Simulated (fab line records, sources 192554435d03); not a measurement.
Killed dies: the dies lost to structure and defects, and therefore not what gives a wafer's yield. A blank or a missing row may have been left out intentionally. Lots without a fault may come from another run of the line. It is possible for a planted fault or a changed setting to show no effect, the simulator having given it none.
Which of the tools did it?	flow n5 finfet	10 lots, 30 wafers sampled, at 3 steps of a route of 1938

WHAT THE GAUGES SHOWED, per wafer
N5_BEOL_M1_RS_MEAS_58: measures by four-point-probe.
lot	measured	on	M1_RS (ohm/sq)
L193	day 6 08:41	film metro-01	0.70 0.62 0.62
L194	day 7 00:52	film metro-02	0.62 0.64 0.62
L196	day 7 12:37	film metro-01	0.65 0.64 0.64
L200	day 8 01:05	film metro-02	0.67 0.76 0.71
L203	day 9 03:27	film metro-02	0.67 0.71 0.63
L204	day 9 11:27	film metro-02	0.68 0.63 0.65
L211	day 10 23:05	film metro-02	0.72 0.72 0.67
L212	day 11 03:49	film metro-01	0.70 0.64 0.68
L213	day 11 05:52	film metro-02	0.69 0.67 0.66
L214	day 11 14:30	film metro-02	0.71 0.66 0.65

WHAT TOOL EACH LOT RAN ON (gives the tool, then ch and the chambers of the sampled wafers, and finally the start)
lot	N5_BEOL_M1_SPUTTER_90	N5_BEOL_M1_SPUTTER_92
L193	pvd sputter-01, day 6 06:53	pvd sputter-01, day 6 07:07
L194	pvd sputter-01, day 6 23:07	pvd sputter-01, day 6 23:20
L196	pvd sputter-02, day 7 10:47	pvd sputter-02, day 7 11:00
L200	pvd sputter-02, day 7 23:19	pvd sputter-02, day 7 23:33
L203	pvd sputter-01, day 9 01:40	pvd sputter-01, day 9 01:53
L204	pvd sputter-01, day 9 09:36	pvd sputter-01, day 9 09:49
L211	pvd sputter-01, day 10 21:20	pvd sputter-01, day 10 21:33
L212	pvd sputter-01, day 11 00:31	pvd sputter-01, day 11 00:44
L213	pvd sputter-02, day 11 03:48	pvd sputter-02, day 11 04:01
L214	pvd sputter-02, day 11 12:47	pvd sputter-02, day 11 13:01
- N5_BEOL_M1_SPUTTER_90: material Cu, target thk 4.5 nm, time 8.29 s.
- N5_BEOL_M1_SPUTTER_92: material Cu, target thk 4.5 nm, time 8.29 s.

THE ANSWER, worked out from the rows above alone
Rule: usual is defined by the lots themselves. The widest of any qualifying gaps counts: lots, ordered by their means at a reading, are off when they make up no more than a third of the lots, leave a main group of 4 or more, and stand apart from it by 3 or more times the standard deviation of that group's means. A main group whose means are all the same, to the digits that the tables above print for the reading, isn't used. A lot without any number at a reading at which 4 lots or more have one is off too. All remaining lots with rows at the step are treated as sound.
No lot is off at any reading shown: from this, nothing can be told.

WHAT THE SIMULATOR PUT IN
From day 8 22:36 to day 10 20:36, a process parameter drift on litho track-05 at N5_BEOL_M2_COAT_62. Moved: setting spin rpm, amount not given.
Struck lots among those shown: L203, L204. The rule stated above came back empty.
